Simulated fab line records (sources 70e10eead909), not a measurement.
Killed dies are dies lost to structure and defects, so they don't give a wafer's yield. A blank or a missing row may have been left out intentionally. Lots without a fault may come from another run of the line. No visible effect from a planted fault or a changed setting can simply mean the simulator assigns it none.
Chamber matching / flow nand_harc / pecvd-02 running NHARC_A_STAIRCASE_DEP_471: 3 sister chambers
The step deposits SiO2, target thk 100 nm. 3 wafers are shown with their chamber, then 12 later ones without.

WAFERS, EACH WITH ITS CHAMBER
wafer=L079.6; chamber=0; heater_power_w (W)=645
wafer=L087.3; chamber=1; heater_power_w (W)=559
wafer=L087.4; chamber=2; heater_power_w (W)=381

WAFERS WITHOUT THEIR CHAMBER
wafer=L089.2; heater_power_w (W)=546
wafer=L089.4; heater_power_w (W)=705
wafer=L089.5; heater_power_w (W)=413
wafer=L090.2; heater_power_w (W)=694
wafer=L090.4; heater_power_w (W)=542
wafer=L090.5; heater_power_w (W)=421
wafer=L095.2; heater_power_w (W)=618
wafer=L095.4; heater_power_w (W)=393
wafer=L095.6; heater_power_w (W)=644
wafer=L096.1; heater_power_w (W)=559
wafer=L096.2; heater_power_w (W)=421
wafer=L096.3; heater_power_w (W)=616

CHAMBER TAKEN BY EACH
wafer=L089.2; from the rows above=1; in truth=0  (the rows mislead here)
wafer=L089.4; from the rows above=0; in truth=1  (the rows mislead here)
wafer=L089.5; from the rows above=2; in truth=2
wafer=L090.2; from the rows above=0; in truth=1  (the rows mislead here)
wafer=L090.4; from the rows above=1; in truth=1
wafer=L090.5; from the rows above=2; in truth=2
wafer=L095.2; from the rows above=can't be placed: 0 or 1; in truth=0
wafer=L095.4; from the rows above=2; in truth=2
wafer=L095.6; from the rows above=0; in truth=0
wafer=L096.1; from the rows above=1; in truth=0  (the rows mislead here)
wafer=L096.2; from the rows above=2; in truth=2
wafer=L096.3; from the rows above=can't be placed: 0 or 1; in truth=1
Correctly placed: 6 of 12. Not placeable from these rows: 2 (in 2, the candidates include the true chamber). Number placed wrongly: 4.
How it was worked out, from the rows above alone: a wafer's distance from a chamber is the root of the sum, over the readings, of the square of ((its reading less the chamber's mean) divided by the reading's scatter). If the next closest chamber is less than 2 further off than the closest, the wafer can't be placed; otherwise it belongs to the closest. The mean given for a chamber averages the wafers shown for that chamber. The scatter: with one shown wafer a chamber, the root of the mean of the squares of how far each hidden wafer lies from its nearest shown one.
